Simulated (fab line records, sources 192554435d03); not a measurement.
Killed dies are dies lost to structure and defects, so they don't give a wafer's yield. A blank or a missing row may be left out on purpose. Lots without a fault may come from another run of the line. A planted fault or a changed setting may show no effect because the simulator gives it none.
Chamber matching | flow n5_finfet | N5_BEOL_M7_ETCH_61 on rie_diel-06: 4 sister chambers
The step etches SiARC in CF4, target depth 45.5 nm, time 75.8 s. 14 wafers are shown with their chamber, then 7 later ones without.

WAFERS WITH THEIR CHAMBER
wafer  | chamber | showerhead_plenum_p_Torr (Torr) | drypump_motor_current_A (A) | throttle_valve_pct (%)
L074.2 | 0       | 2.09                            | 5.5                         | 15.27
L074.3 | 1       | 2.05                            | 5.6                         | 15.64
L074.5 | 0       | 2.09                            | 5.6                         | 15.28
L080.1 | 1       | 2.05                            | 5.6                         | 15.65
L080.2 | 3       | 2.05                            | 5.9                         | 15.56
L080.6 | 1       | 2.05                            | 5.7                         | 15.67
L083.2 | 0       | 2.08                            | 5.6                         | 15.32
L083.3 | 3       | 2.05                            | 5.9                         | 15.56
L083.4 | 2       | 2.30                            | 5.3                         | 15.50
L085.3 | 2       | 2.29                            | 5.3                         | 15.52
L085.4 | 3       | 2.05                            | 5.9                         | 15.58
L085.5 | 1       | 2.04                            | 5.7                         | 15.70
L089.1 | 0       | 2.08                            | 5.6                         | 15.34
L089.2 | 1       | 2.04                            | 5.6                         | 15.69

SIGNATURES (means of the wafers above)
reading                  | chamber 0 | chamber 1 | chamber 2 | chamber 3 | scatter within a chamber
showerhead_plenum_p_Torr | 2.0850    | 2.0460    | 2.2950    | 2.0500    | 0.0052
drypump_motor_current_A  | 5.575     | 5.640     | 5.300     | 5.900     | 0.0442
throttle_valve_pct       | 15.3025   | 15.6700   | 15.5100   | 15.5667   | 0.0252
Rule: a wafer's distance from a chamber is the root of the sum, over the readings, of the square of ((its reading less the chamber's mean) divided by the reading's scatter). The wafer belongs to the nearest chamber; if the next one is less than 2 further off, it can't be placed. The scatter: the root of (the sum of the squares of (reading less its chamber's mean) over the shown wafers, divided by (wafers less chambers)).

WAFERS WITHOUT THEIR CHAMBER
wafer  | showerhead_plenum_p_Torr (Torr) | drypump_motor_current_A (A) | throttle_valve_pct (%)
L089.6 | 2.29                            | 5.3                         | 15.53
L092.1 | 2.07                            | 5.6                         | 15.36
L092.3 | 2.04                            | 5.6                         | 15.73
L092.4 | 2.29                            | 5.3                         | 15.55
L094.1 | 2.29                            | 5.3                         | 15.56
L094.3 | 2.03                            | 5.6                         | 15.72
L094.5 | 2.04                            | 5.7                         | 15.73

WHICH CHAMBER EACH WENT THROUGH
wafer  | from the rows above | in truth
L089.6 | 2                   | 2
L092.1 | 0                   | 0
L092.3 | 1                   | 1
L092.4 | 2                   | 2
L094.1 | 2                   | 2
L094.3 | 1                   | 1
L094.5 | 1                   | 1
Placed correctly: 7 of 7. Can't be placed from these rows: 0. Placed wrongly: 0.
